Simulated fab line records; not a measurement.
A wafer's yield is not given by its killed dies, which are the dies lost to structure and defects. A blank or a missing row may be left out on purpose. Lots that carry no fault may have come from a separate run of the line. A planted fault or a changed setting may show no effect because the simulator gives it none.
fab line records	flow n5Finfet
[record] lots = 6	wafers = 14	lastDay = 17
route steps=1938 shown BEOL_M4@1047 PASSIVATION@1936
lots that met no fault: from a run of the same line without faults
startH: hours from the record's opening day to when the first of the lot's shown wafers began	waitH: time in hours since the lot's previous step	" unchanged from the row above	L1.1+2: a single row standing in for several wafers	- no value, or no start was given	* or withheld: withheld	< > ~ a bound
route shown NAME@n: a module of which the file shows steps, and the number in the route of the first	usual: average and standard deviation across the fault-free wafers	same: alike in all rows	chamber/n: place in a boat	sites: each site's reading	_std_site: the values' standard deviation	_edge_site: the outer-site mean with the inner-site mean subtracted	radiusMm: how far each site lies from the wafer's centre	mask NAME#n: copy n	behind: tool/chamber where the wafer was last shaped	hold: why the lot went on hold/how many hours it stayed there/how the hold came to an end	device: transistor that didn't switch, given as n, p or np	end of line: the route-end tests of the same wafers	a step with no rows: only its recipe	killed: not the wafer's yield, but the dies lost to structure and defects at the first sort	map: a wafer's dies, x killed, . not, _ none there
set.NAME: the setting that was run; set.NAME@STEP: the one run at that earlier step	model.NAME: the simulator's own value behind a step, which no gauge read
lots seen at some steps along the route; tables by step, rows by wafer
services: from which hour (startH, from the record's first day; less than 0 if before it) a tool's chamber was out of use, for how many hours, and why
[[steps]]
[step N5_BEOL_M4_COAT_67]
[recipe] resist = SOC	tempC = 250	timeS = 60	spinRpm = 1500	resistThkNm = 60
[step N5_BEOL_M4_COAT_68]
[recipe] resist = SiARC	tempC = 220	timeS = 60	spinRpm = 1500	resistThkNm = 12
[step N5_BEOL_M4_COAT_76]
[recipe] resist = underlayer	tempC = 205	timeS = 60	spinRpm = 1500	resistThkNm = 5
[step N5_BEOL_M4_COAT_22]
[recipe] resist = CAR-EUV	spinRpm = 1500	resistThkNm = 30
[step N5_BEOL_M4_EBR_24]
[recipe] solvent = PGMEA	ebrWidthMm = 1.5
[step N5_BEOL_M4_SOFTBAKE_23]
[recipe] tempC = 110	timeS = 60	resist = CAR-EUV
[step N5_BEOL_M4_EXPOSE_25]
[recipe] maskId = V3	na = 0.33	sourceShape = quasar	sigmaInner = 0.2	sigmaOuter = 0.8	polarization = unpolarized	defocusNm = 5	doseMj = 63
[step N5_BEOL_M4_PEB_26]
[recipe] pebTempC = 100	pebTimeS = 60	resist = CAR-EUV
[step N5_BEOL_M4_DEVELOP_27]
[recipe] developTimeS = 30	developer = TMAH	resist = CAR-EUV	rinseLiquid = surfactantRinse	dry = airSpin	devTempC = 23
[step N5_BEOL_M4_CD_MEAS_28]
[recipe] targetCdNm = 26.2	landingEnergyEv = 500	detector = seInlens	targetCdYNm = 24.1	polarity = opening
[usual] cdNm = 26.27/0.29
lot.wafer	tool	chamber	startH	waitH	cdNm
L994.1	cdSem-01	0	168.66	-	25.94
L994.3	"	0	"	"	25.59
L994.4	"	0	"	"	25.91
L105.2	cdSem-03	0	235.79	-	26.14
L105.4	"	0	"	"	26.38
L108.1	cdSem-02	0	264.88	-	26.08
L108.6	"	0	"	"	26.12
L110.3	cdSem-02	0	265.87	-	25.83
L110.4	"	0	"	"	26.10
L112.1	cdSem-01	0	270.45	-	26.86
L112.4	"	0	"	"	26.69
L112.6	"	0	"	"	26.10
L115.3	cdSem-02	0	305.97	-	26.15
L115.6	"	0	"	"	26.61
[step N5_BEOL_M4_OVL_MEAS_29]
[recipe] pointsPerWafer = 522
[usual] V3_OVL = 0.8/0.59
lot.wafer	tool	chamber	startH	waitH	V3_OVL[nm]
L994.1	overlay-02	0	168.69	0.0	0.6
L994.3	"	0	"	"	0.2
L994.4	"	0	"	"	1.2
L105.2	overlay-01	0	235.82	0.0	1.5
L105.4	"	0	"	"	1.1
L108.1	overlay-02	0	264.91	0.0	1.9
L108.6	"	0	"	"	1.8
L110.3	overlay-01	0	265.91	0.0	0.9
L110.4	"	0	"	"	0.9
L112.1	overlay-01	0	270.48	0.0	1.6
L112.4	"	0	"	"	1.3
L112.6	"	0	"	"	1.1
L115.3	overlay-02	0	306.01	0.0	0.5
L115.6	"	0	"	"	0.7
[step N5_BEOL_M4_INSPECT_30]
[recipe] mode = adi	inspectInstrument = brightfield
[usual] rawDefectCount = 435/92
lot.wafer	tool	chamber	startH	waitH	rawDefectCount
L994.1	defectInspect-01	-	168.75	0.1	449
L994.3	"	-	"	"	646
L994.4	"	-	"	"	553
L105.2	defectInspect-01	-	235.88	0.0	504
L105.4	"	-	"	"	487
L108.1	defectInspect-01	-	264.97	0.1	716
L108.6	"	-	"	"	550
L110.3	defectInspect-01	-	265.96	0.0	439
L110.4	"	-	"	"	334
L112.1	defectInspect-02	-	270.55	0.1	425
L112.4	"	-	"	"	360
L112.6	"	-	"	"	342
L115.3	defectInspect-01	-	306.05	0.0	617
L115.6	"	-	"	"	503
[step N5_BEOL_M4_DESCUM_33]
[recipe] chemistry = O2	timeS = 7	sourcePowerW = 50	biasPowerW = 20	pressureMtorr = 20	rfFrequencyHz = 2.712e+07	tempC = 40	resist = CAR-EUV	o2FlowSccm = 225
[usual] drypumpMotorCurrentA = 5.5/0.43	oesProductAu = 0.82/0.085	rfFwdPowerW = 49.36/0.23	rfVppV = 243.2/1.2	showerheadPlenumPTorr = 2.10/0.055	throttleValvePct = 20.60/0.18
lot.wafer	tool	chamber	startH	waitH	drypumpMotorCurrentA	oesProductAu	rfFwdPowerW	rfHoursCounterH	rfVppV	showerheadPlenumPTorr	throttleValvePct	model.CAR-EUV_of_BEOL_M4_COAT_22.thkNm
L994.1	rieDiel-04	1	168.78	0.0	5.2	0.86	49.58	40	241.7	2.02	20.41	26
L994.3	"	2	"	"	5.5	0.91	49.69	27	243.7	2.08	20.78	26
L994.4	"	3	"	"	6.2	0.69	49.33	230	244.1	2.17	20.62	26
L105.2	rieDiel-05	2	235.91	0.0	5.3	0.73	49.45	133	244.4	2.14	20.73	26.6
L105.4	"	1	"	"	5.3	0.89	48.98	36	243.8	2.14	20.70	26.4
L108.1	rieDiel-04	1	265.01	0.0	5.2	0.81	-	80	241.5	2.00	20.45	26.6
L108.6	"	3	"	"	6.3	0.96	49.67	-	243.8	2.16	20.29	26
L110.3	rieDiel-04	3	265.99	0.0	6.3	0.95	49.70	6	246.1	2.16	20.30	26
L110.4	"	1	"	"	5.3	0.81	-	80	242.1	2.00	20.45	26.6
L112.1	rieDiel-05	0	270.59	0.0	6.0	0.69	49.16	218	240.9	1.99	20.58	26.2
L112.4	"	1	"	"	5.3	0.86	49.09	49	244.2	2.14	20.72	26.2
L112.6	"	1	"	"	5.3	0.87	49.20	-	242.2	2.14	20.73	26.2
L115.3	rieDiel-03	0	306.09	0.0	5.8	0.89	48.96	38	240.8	2.04	20.25	25.8
L115.6	"	2	"	"	5.3	0.94	49.45	-	243.0	2.14	20.34	26
[step N5_BEOL_M4_ETCH_77]
[recipe] chemistry = N2/H2	target = underlayer	targetDepthA = 65	maskMaterial = CAR-EUV	timeS = 5.2	ionEnergyEv = 200	pressureMtorr = 30	sourceW = 840	biasW = 150	n2FlowSccm = 200	h2FlowSccm = 200	ends = cleared
[usual] drypumpMotorCurrentA = 5.5/0.43	etchRfOnTimeS = 5.19/0.21	oesProductAu = 0.70/0.078	rfFwdPowerW = 819.6/2.9	rfVppV = 523.8/2.1	showerheadPlenumPTorr = 2.55/0.059	throttleValvePct = 17.96/0.23
lot.wafer	tool	chamber	startH	waitH	drypumpMotorCurrentA	etchRfOnTimeS	oesProductAu	rfFwdPowerW	rfHoursCounterH	rfVppV	showerheadPlenumPTorr	throttleValvePct
L994.1	rieDiel-04	1	168.82	0.0	5.3	5.15	0.75	817.0	40	521.8	2.51	18.16
L994.3	"	2	"	"	5.5	5.07	0.77	823.6	27	522.0	2.50	18.01
L994.4	"	3	"	"	6.3	5.10	0.61	815.5	230	523.7	2.62	18.10
L105.2	rieDiel-05	2	235.95	0.0	5.3	5.63	0.62	820.0	133	523.1	2.57	18.09
L105.4	"	1	"	"	5.3	5.22	0.76	824.3	36	524.8	2.62	18.22
L108.1	rieDiel-04	1	265.04	0.0	5.3	5.25	0.69	819.9	80	524.8	2.50	18.25
L108.6	"	3	"	"	6.2	4.96	0.84	818.7	-	524.3	2.61	17.71
L110.3	rieDiel-04	3	266.03	0.0	6.3	4.96	0.84	817.0	6	526.0	2.61	17.71
L110.4	"	1	"	"	5.2	5.15	0.69	813.0	80	521.4	2.50	18.25
L112.1	rieDiel-05	0	270.62	0.0	6.0	5.49	0.57	817.2	218	520.1	2.41	17.92
L112.4	"	1	"	"	5.3	5.17	0.73	820.5	49	525.7	2.61	18.21
L112.6	"	1	"	"	5.3	5.21	0.73	817.6	-	524.3	2.61	18.22
L115.3	rieDiel-03	0	306.12	0.0	5.8	5.37	0.74	819.1	38	520.6	2.49	17.58
L115.6	"	2	"	"	5.4	4.96	0.80	819.1	-	524.8	2.59	17.64
[step N5_BEOL_M4_ETCH_69]
[recipe] chemistry = CF4	target = SiARC	targetDepthA = 156	maskMaterial = CAR-EUV	timeS = 26	ionEnergyEv = 80	pressureMtorr = 40	sourceW = 545	biasW = 36	Ar_flow_sccm = 100	cf4FlowSccm = 100	ends = cleared
[usual] cf4FlowSccm = 100.0/0.31	drypumpMotorCurrentA = 5.5/0.43	etchRfOnTimeS = 25.9/0.9	oesProductAu = 0.70/0.077	rfFwdPowerW = 532.5/2.2	rfVppV = 184.1/0.94	showerheadPlenumPTorr = 2.14/0.049	throttleValvePct = 15.63/0.19
lot.wafer	tool	chamber	startH	waitH	cf4FlowSccm	drypumpMotorCurrentA	etchRfOnTimeS	oesProductAu	rfFwdPowerW	rfHoursCounterH	rfVppV	showerheadPlenumPTorr	throttleValvePct
L994.1	rieDiel-04	1	168.83	0.0	99.8	5.3	25.8	0.73	533.1	40	184.0	2.10	15.73
L994.3	"	2	"	"	99.9	5.5	25.3	0.78	534.1	27	182.5	2.07	15.52
L994.4	"	3	"	"	100.1	6.3	26.1	0.60	533.2	230	186.8	2.19	15.65
L105.2	rieDiel-05	2	235.96	0.0	99.9	5.3	27.5	0.63	535.2	133	183.9	2.13	15.52
L105.4	"	1	"	"	99.6	5.3	25.3	0.76	532.4	36	184.4	2.18	15.62
L108.1	rieDiel-04	1	265.06	0.0	100.1	5.3	25.8	0.69	533.3	80	185.2	2.09	15.80
L108.6	"	3	"	"	100.1	6.3	25.1	0.84	534.8	-	185.4	2.18	15.20
L110.3	rieDiel-04	3	266.04	0.0	100.5	6.3	24.9	0.84	534.3	6	185.0	2.18	15.22
L110.4	"	1	"	"	100.5	5.3	25.9	0.69	535.3	80	183.1	2.09	15.79
L112.1	rieDiel-05	0	270.64	0.0	99.8	6.0	26.9	0.57	533.8	218	183.4	2.03	15.77
L112.4	"	1	"	"	100.1	5.3	25.6	0.73	530.1	49	184.1	2.18	15.66
L112.6	"	1	"	"	99.7	5.3	25.8	0.74	528.5	-	184.0	2.18	15.65
L115.3	rieDiel-03	0	306.14	0.0	99.7	5.8	26.5	0.75	533.3	38	183.2	2.11	15.51
L115.6	"	2	"	"	99.9	5.3	24.7	0.81	529.9	-	184.8	2.18	15.51
[step N5_BEOL_M4_ALD_98]
[recipe] material = SiO2	targetThkA = 25	tempC = 100	aldPrecursorFamily = BDEAS	aldCoReactant = O2-plasma	pulseTimeS = 1	coReactantPulseTimeS = 1	purgeTimeS = 2	coReactantPurgeTimeS = 2	aldCycles = 17	pressureTorr = 2
[usual] chamberPressureTorr = 2.000/0.0046	heaterPowerOuterW = 40/4.7	heaterPowerW = 77/7.8	precursorPulseHeightRel = 1.002/0.022
[same] coReactantPulseTimeS = 1
lot.wafer	tool	chamber	startH	waitH	chamberPressureTorr	heaterPowerOuterW	heaterPowerW	precursorPulseHeightRel	sinceWetCleanH
L994.1	aldSin-04	2	168.92	0.1	2.000	41	81	1.037	358
L994.3	"	0	"	"	1.998	37	71	0.963	358
L994.4	"	3	"	"	2.003	40	78	0.988	358
L105.2	aldSin-04	0	236.21	0.2	2.000	38	70	0.986	45
L105.4	"	1	"	"	1.998	36	65	1.045	45
L108.1	aldSin-01	2	265.32	0.2	2.003	45	85	0.985	257
L108.6	"	1	"	"	2.002	42	82	0.991	-
L110.3	aldSin-03	3	266.32	0.2	2.006	42	80	1.042	167
L110.4	"	0	"	"	2.002	50	88	1.031	167
L112.1	aldSin-04	0	271.31	0.6	1.999	38	70	1.026	81
L112.4	"	2	"	"	1.994	40	81	1.001	-
L112.6	"	0	"	"	2.002	38	70	0.979	-
L115.3	aldSin-01	0	306.22	0.1	1.996	34	66	1.008	298
L115.6	"	3	"	"	1.992	43	77	0.998	-
[step N5_BEOL_M4_ETCHBACK_99]
[recipe] chemistry = CHF3	target = SiO2	targetDepthA = 50	timeS = 10.4	sourceW = 215	biasW = 47	Ar_flow_sccm = 200	CHF3_flow_sccm = 12	ionEnergyEv = 100	pressureMtorr = 30
[usual] drypumpMotorCurrentA = 5.6/0.44	oes_ar_750_au = 0.83/0.087	oesProductAu = 0.83/0.091	rfFwdPowerW = 212.3/1.1	rfVppV = 241/6.4	showerheadPlenumPTorr = 2.15/0.047	throttleValvePct = 17.06/0.17
lot.wafer	tool	chamber	startH	waitH	drypumpMotorCurrentA	oes_ar_750_au	oesProductAu	rfFwdPowerW	rfHoursCounterH	rfVppV	showerheadPlenumPTorr	throttleValvePct	model.CAR-EUV_of_BEOL_M4_COAT_22.thkNm
L994.1	rieDiel-03	2	173.53	4.6	5.3	0.71	0.69	212.2	230	244	2.18	17.24	10.4
L994.3	"	3	"	"	5.5	0.91	0.92	211.7	20	246	2.21	17.03	10.4
L994.4	"	0	"	"	5.8	0.68	0.65	209.7	247	234	2.13	17.30	10.4
L105.2	rieDiel-05	0	238.29	2.0	6.0	0.68	0.69	212.7	206	235	2.03	17.13	10.8
L105.4	"	3	"	"	5.8	0.70	0.69	212.7	198	237	2.13	17.43	10.6
L108.1	rieDiel-03	3	266.57	1.2	5.4	0.85	0.87	210.4	59	241	2.19	17.09	10.8
L108.6	"	2	"	"	5.3	0.97	0.96	212.7	-	244	2.17	16.79	10.4
L110.3	rieDiel-03	3	268.18	1.8	5.5	0.85	0.86	211.5	60	245	2.19	17.09	10.4
L110.4	"	2	"	"	5.4	0.97	0.97	211.9	9	246	2.17	16.80	10.8
L112.1	rieDiel-03	0	271.84	0.5	5.8	0.89	0.89	210.6	26	232	2.12	16.89	10.6
L112.4	"	2	"	"	5.4	0.96	0.97	211.8	11	244	2.17	16.81	10.4
L112.6	"	1	"	"	6.3	0.78	0.79	214.2	-	253	2.15	17.10	10.4
L115.3	rieDiel-04	3	306.87	0.6	6.3	0.92	0.94	213.1	19	247	2.19	16.73	10.2
L115.6	"	0	"	"	4.8	0.80	0.80	212.6	-	244	2.16	17.01	10.2
[step N5_BEOL_M4_ETCH_70]
[recipe] chemistry = N2/H2	target = SOC	targetDepthA = 800	overetchA = 240	maskMaterial = SiARC	tempC = 40	timeS = 130	ionEnergyEv = 200	pressureMtorr = 30	sourceW = 840	biasW = 150	n2FlowSccm = 200	h2FlowSccm = 200
[usual] drypumpMotorCurrentA = 5.6/0.44	oesProductAu = 0.61/0.061	rfFwdPowerW = 835.5/3	rfVppV = 524.0/1.7	showerheadPlenumPTorr = 2.55/0.054	throttleValvePct = 17.86/0.24
lot.wafer	tool	chamber	startH	waitH	drypumpMotorCurrentA	oesProductAu	rfFwdPowerW	rfHoursCounterH	rfVppV	showerheadPlenumPTorr	throttleValvePct
L994.1	rieDiel-03	2	173.56	0.0	5.3	0.51	839.6	230	524.1	2.61	18.00
L994.3	"	3	"	"	5.4	0.67	834.4	20	525.7	2.61	17.91
L994.4	"	0	"	"	5.8	0.49	838.5	247	522.7	2.51	17.94
L105.2	rieDiel-05	0	238.33	0.0	6.0	0.51	833.7	206	520.0	2.42	17.87
L105.4	"	3	"	"	5.8	0.53	838.9	198	522.8	2.51	18.09
L108.1	rieDiel-03	3	266.61	0.0	5.5	0.62	837.4	59	526.3	2.59	17.97
L108.6	"	2	"	"	5.4	0.70	831.5	-	524.7	2.59	17.57
L110.3	rieDiel-03	3	268.22	0.0	5.5	0.62	831.0	60	524.5	2.59	17.97
L110.4	"	2	"	"	5.3	0.70	838.9	9	527.0	2.59	17.59
L112.1	rieDiel-03	0	271.88	0.0	5.8	0.66	829.7	26	522.4	2.49	17.53
L112.4	"	2	"	"	5.4	0.70	843.2	11	525.0	2.59	17.58
L112.6	"	1	"	"	6.3	0.59	837.4	-	525.3	2.56	17.89
L115.3	rieDiel-04	3	306.91	0.0	6.3	0.68	838.8	19	525.9	2.61	17.70
L115.6	"	0	"	"	4.8	0.58	835.3	-	524.9	2.52	17.49
[step N5_BEOL_M4_RC_MEAS_101]
[usual] DIBL_N = 36.0/2	DIBL_P = 35.9/2.5	IOFF_N = 0.16/0.038	IOFF_P = 0.21/0.04	ION_N = 675/14	ION_P = 462/9.4	SS_N = 71.5/0.75	SS_P = 73.2/0.74	VT_N = 250/3.9	VT_P = -251/3.2
lot.wafer	tool	chamber	startH	waitH	DIBL_N[mV/V]	DIBL_P[mV/V]	IOFF_N[nA/um]	IOFF_P[nA/um]	ION_N[uA/um]	ION_P[uA/um]	SS_N[mV/dec]	SS_P[mV/dec]	VT_N[mV]	VT_P[mV]
L994.1	prober-01	0	178.45	0.0	32.7	29.8	0.12	0.16	666	460	70.3	71.8	252	-252
L994.3	"	0	"	"	36.5	35.1	0.18	0.23	690	469	71.6	73.2	246	-249
L994.4	"	0	"	"	37.7	36.1	0.22	0.26	700	476	70.9	73.6	241	-248
L105.2	prober-01	0	243.06	0.2	35.5	33.9	0.15	0.19	667	450	72.2	72.3	248	-249
L105.4	"	0	"	"	35.4	34.9	0.15	0.21	655	448	71.9	73.4	250	-250
L108.1	prober-01	0	272.02	0.0	38.9	39.8	0.22	0.27	684	464	73.3	74.5	247	-247
L108.6	"	0	"	"	36.2	37.7	0.16	0.23	663	457	71.9	74.3	251	-251
L110.3	prober-02	0	273.06	0.3	36.2	35.8	0.14	0.20	678	467	71.9	72.8	251	-249
L110.4	"	0	"	"	41.3	42.8	0.28	0.35	705	482	72.3	74.6	240	-243
L112.1	prober-01	0	276.56	0.0	35.5	36.7	0.14	0.21	681	474	70.7	73.0	253	-249
L112.4	"	0	"	"	36.1	37.4	0.15	0.21	677	469	71.4	73.4	250	-250
L112.6	"	0	"	"	34.8	36.1	0.13	0.19	671	464	71.2	73.0	255	-250
L115.3	prober-01	0	311.61	0.3	38.4	37.9	0.19	0.23	675	459	72.2	74.6	250	-250
L115.6	"	0	"	"	36.5	35.5	0.15	0.18	667	451	71.5	72.7	254	-251
[step N5_PASSIVATION_PROBE_49]
[usual] defectLimitedYield = 91.3/1.5	killed_at_M0_to_M3 = 33/12	killed_at_M4_up = 15/5.2	killedAtContacts = 12/5.1	killedAtFrontEnd = 39/11	killedAtOther = 5/3.6	killedDies = 103/18	killedOpen = 67/13	killedShort = 33/7.8	sort_bin_5_function = 5.1/0.96	sort_bin_6_memory = 3.2/0.71	sortNPass = 1077/18	sortYieldPct = 91.3/1.5
[same] grossDies = 1180	killedAtBackSide = 0	sort_bin_4_leakage[%] = 0	sort_bin_8_speed[%] = 0
lot.wafer	tool	chamber	startH	waitH	defectLimitedYield[%]	killed_at_M0_to_M3	killed_at_M4_up	killedAtContacts	killedAtFrontEnd	killedAtOther	killedDies	killedOpen	killedShort	sort_bin_5_function[%]	sort_bin_6_memory[%]	sortNPass	sortYieldPct[%]
L994.1	prober-01	-	278.69	0.0	94.5	13	17	10	21	4	65	40	24	4.0	1.3	1115	94.5
L994.3	prober-01	-	278.79	0.1	92.1	30	16	15	29	3	93	58	33	3.6	3.9	1087	92.1
L994.4	prober-01	-	278.84	0.2	92.0	30	18	15	29	2	94	64	28	4.4	3.5	1086	92.0
L105.2	prober-02	-	348.84	0.1	91.7	17	6	14	45	16	98	64	34	4.9	2.9	1082	91.7
L105.4	prober-02	-	348.94	0.2	92.2	14	12	9	49	8	92	62	30	4.7	2.9	1088	92.2
L108.1	prober-02	-	378.11	0.0	91.9	22	11	11	47	5	96	70	24	4.6	3.4	1084	91.9
L108.6	prober-02	-	378.36	0.3	93.5	20	12	10	34	1	77	45	16	3.4	1.9	1103	93.5
L112.1	prober-02	-	379.33	0.0	92.8	19	25	15	25	1	85	59	25	4.1	2.8	1095	92.8
L112.4	prober-02	-	379.48	0.2	90.9	28	15	17	45	2	107	72	35	5.2	3.9	1073	90.9
L112.6	prober-02	-	379.58	0.3	92.7	34	12	14	26	0	86	60	25	4.9	2.3	1094	92.7
L110.3	prober-01	-	383.42	0.2	88.1	51	16	21	48	4	140	106	31	6.6	4.9	1040	88.1
L110.4	prober-01	-	383.47	0.2	90.3	43	15	7	47	2	114	68	46	5.2	3.9	1066	90.3
L115.3	prober-02	-	416.03	0.1	91.6	27	15	19	33	5	99	73	25	4.7	3.0	1081	91.6
L115.6	prober-02	-	416.18	0.3	90.9	31	12	23	35	6	107	72	27	4.7	3.3	1073	90.9
// killed by level:class
L994.1 MOL_CONTACT_COAG:geometricParticle:open=7 BEOL_M5:geometricParticle:open=7 BEOL_M2:geometricParticle:open=6 BEOL_M4:geometricParticle:open=4 STARTING-WAFER:geometricParticle:open=4 MOL_CONTACT_COAG:geometricParticle:short=3 BEOL_M0_SAQP:geometricParticle:short=3 BEOL_M4:geometricParticle:short=3
L994.3 MOL_CONTACT_COAG:geometricParticle:open=11 BEOL_M0_SAQP:geometricParticle:open=7 FIN_SAQP:geometricParticle:open=6 FIN_SAQP:geometricParticle:short=6 BEOL_M0_SAQP:geometricParticle:short=6 BEOL_M4:geometricParticle:open=6 BEOL_M2:geometricParticle:open=5 BEOL_M3:geometricParticle:open=5
L994.4 MOL_CONTACT_COAG:geometricParticle:open=11 BEOL_M2:geometricParticle:open=8 FIN_SAQP:geometricParticle:short=7 BEOL_M0_SAQP:geometricParticle:open=7 BEOL_M4:geometricParticle:open=7 BEOL_M1:geometricParticle:open=6 FIN_SAQP:geometricParticle:open=5 BEOL_M0_SAQP:geometricParticle:short=5
L105.2 STI_FIN_REVEAL:geometricParticle:open=14 MOL_CONTACT_COAG:geometricParticle:open=11 FIN_SAQP:geometricParticle:short=9 FIN_SAQP:geometricParticle:open=8 BEOL_M1:geometricParticle:open=6 GATE_CUT:geometricParticle:short=5 MIM_TOP:geometricParticle:open=4 BEOL_M2:geometricParticle:open=4
L105.4 FIN_SAQP:geometricParticle:open=11 STI_FIN_REVEAL:geometricParticle:open=9 FIN_SAQP:geometricParticle:short=8 MOL_CONTACT_COAG:geometricParticle:open=8 GATE_CUT:geometricParticle:short=7 BEOL_M4:geometricParticle:open=5 STARTING-WAFER:geometricParticle:open=5 BEOL_M0_SAQP:geometricParticle:open=4
L108.1 MOL_CONTACT_COAG:geometricParticle:open=10 STI_FIN_REVEAL:geometricParticle:open=7 GATE_CUT:geometricParticle:open=6 BEOL_M0_SAQP:geometricParticle:open=6 DUMMY_GATE:geometricParticle:open=5 BEOL_M1:geometricParticle:open=5 FIN_SAQP:geometricParticle:open=4 STI_FIN_REVEAL:geometricParticle:short=4
L108.6 HKMG_FIN:areaEtch=15 MOL_CONTACT_COAG:geometricParticle:open=7 BEOL_M1:geometricParticle:open=6 BEOL_M4:geometricParticle:open=6 BEOL_M0_SAQP:geometricParticle:short=4 STARTING-WAFER:geometricParticle:open=4 DUMMY_GATE:geometricParticle:open=3 MOL_CONTACT_COAG:geometricParticle:short=3
L112.1 MOL_CONTACT_COAG:geometricParticle:open=12 BEOL_M4:geometricParticle:open=10 GATE_CUT:geometricParticle:short=8 STI_FIN_REVEAL:geometricParticle:open=6 BEOL_M1:geometricParticle:open=6 BEOL_M2:geometricParticle:open=4 ILD0:geometricParticle:open=3 MOL_CONTACT_COAG:geometricParticle:short=3
L112.4 MOL_CONTACT_COAG:geometricParticle:open=15 BEOL_M1:geometricParticle:open=14 BEOL_M4:geometricParticle:open=9 GATE_CUT:geometricParticle:short=8 FIN_SAQP:geometricParticle:short=6 STI_FIN_REVEAL:geometricParticle:open=6 STARTING-WAFER:geometricParticle:short=6 DUMMY_GATE:geometricParticle:open=5
L112.6 MOL_CONTACT_COAG:geometricParticle:open=13 BEOL_M2:geometricParticle:open=10 BEOL_M1:geometricParticle:open=9 BEOL_M0_SAQP:geometricParticle:open=7 BEOL_M4:geometricParticle:open=6 STARTING-WAFER:geometricParticle:short=6 DUMMY_GATE:geometricParticle:open=4 GATE_CUT:geometricParticle:short=4
L110.3 STI_FIN_REVEAL:geometricParticle:open=17 MOL_CONTACT_COAG:geometricParticle:open=16 FIN_SAQP:geometricParticle:open=11 BEOL_M3:geometricParticle:open=11 BEOL_M0_SAQP:geometricParticle:open=9 BEOL_M1:geometricParticle:open=9 FIN_SAQP:geometricParticle:short=8 BEOL_M2:geometricParticle:open=7
L110.4 FIN_SAQP:geometricParticle:open=15 FIN_SAQP:geometricParticle:short=12 BEOL_M0_SAQP:geometricParticle:open=10 BEOL_M0_SAQP:geometricParticle:short=9 BEOL_M5:geometricParticle:open=8 BEOL_M3:geometricParticle:open=8 STI_FIN_REVEAL:geometricParticle:open=6 MOL_CONTACT_COAG:geometricParticle:short=5
L115.3 MOL_CONTACT_COAG:geometricParticle:open=15 BEOL_M3:geometricParticle:open=14 FIN_SAQP:geometricParticle:open=9 STI_FIN_REVEAL:geometricParticle:open=7 BEOL_M0_SAQP:geometricParticle:open=7 BEOL_M4:geometricParticle:open=7 FIN_SAQP:geometricParticle:short=6 MOL_CONTACT_COAG:geometricParticle:short=4
L115.6 MOL_CONTACT_COAG:geometricParticle:open=21 FIN_SAQP:geometricParticle:open=9 BEOL_M0_SAQP:geometricParticle:short=9 HKMG_FIN:areaEtch=8 BEOL_M2:geometricParticle:open=7 BEOL_M3:geometricParticle:open=6 BEOL_M0_SAQP:geometricParticle:open=5 STI_FIN_REVEAL:geometricParticle:open=3
[[services]]
tool	chamber	startH	hours	kind
rieDiel-04	3	149.33	7.2	repair
aldSin-01	3	158.58	5.2	repair
aldSin-03	-	161.72	6.1	pm
rieDiel-04	2	169.75	12.7	repair
aldSin-04	-	176.75	14.0	pm
rieDiel-03	0	180.04	-	clean
rieDiel-03	0	180.04	-	consumableReplace:focusRing
rieDiel-03	0	180.04	25.4	scheduledDown
rieDiel-03	0	180.04	25.4	ventCycle
aldSin-04	-	195.90	14.6	pm
aldSin-03	0	197.94	3.1	repair
aldSin-01	-	199.15	6.0	pm
rieDiel-04	2	205.62	6.8	repair
aldSin-01	3	211.06	9.5	repair
rieDiel-03	2	222.26	-	clean
rieDiel-03	2	222.26	-	consumableReplace:focusRing
rieDiel-03	2	222.26	19.4	scheduledDown
aldSin-03	-	228.96	28.1	pm
aldSin-01	3	239.15	3.4	repair
rieDiel-05	3	257.16	2.8	repair
aldSin-04	3	271.19	7.5	repair
aldSin-01	0	272.91	6.6	repair
rieDiel-04	2	277.62	3.7	repair
aldSin-03	0	279.01	15.9	repair
[[key]]
firstSign none at tools or gauges
[modelEffect] step = N5_BEOL_M4_DESCUM_33	value = CAR-EUV_of_BEOL_M4_COAT_22.thkNm	without = 26	struck = 26.6
[modelEffect] step = N5_BEOL_M4_ETCHBACK_99	value = CAR-EUV_of_BEOL_M4_COAT_22.thkNm	without = 10.4	struck = 10.8
metAt N5_BEOL_M4_DESCUM_33
struckWafers L108.1,L110.4
[baselineLoss] step = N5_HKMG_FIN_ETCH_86	wafers = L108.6
onsetBetween 168.78 265.01
[fault] kind = processParameterDrift	tool = rieDiel-04	chamber = -	onsetH = 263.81	steps = N5_BEOL_M4_DESCUM_33	channel = timeS	offset = *	shape = step	endH = 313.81	scope = struckWafersOnly	actsIn = *	stated = *
// baselineLoss: these wafers lose ten dies or more at that step, a loss of the line's own and not of a fault; the sort's usual values leave them out
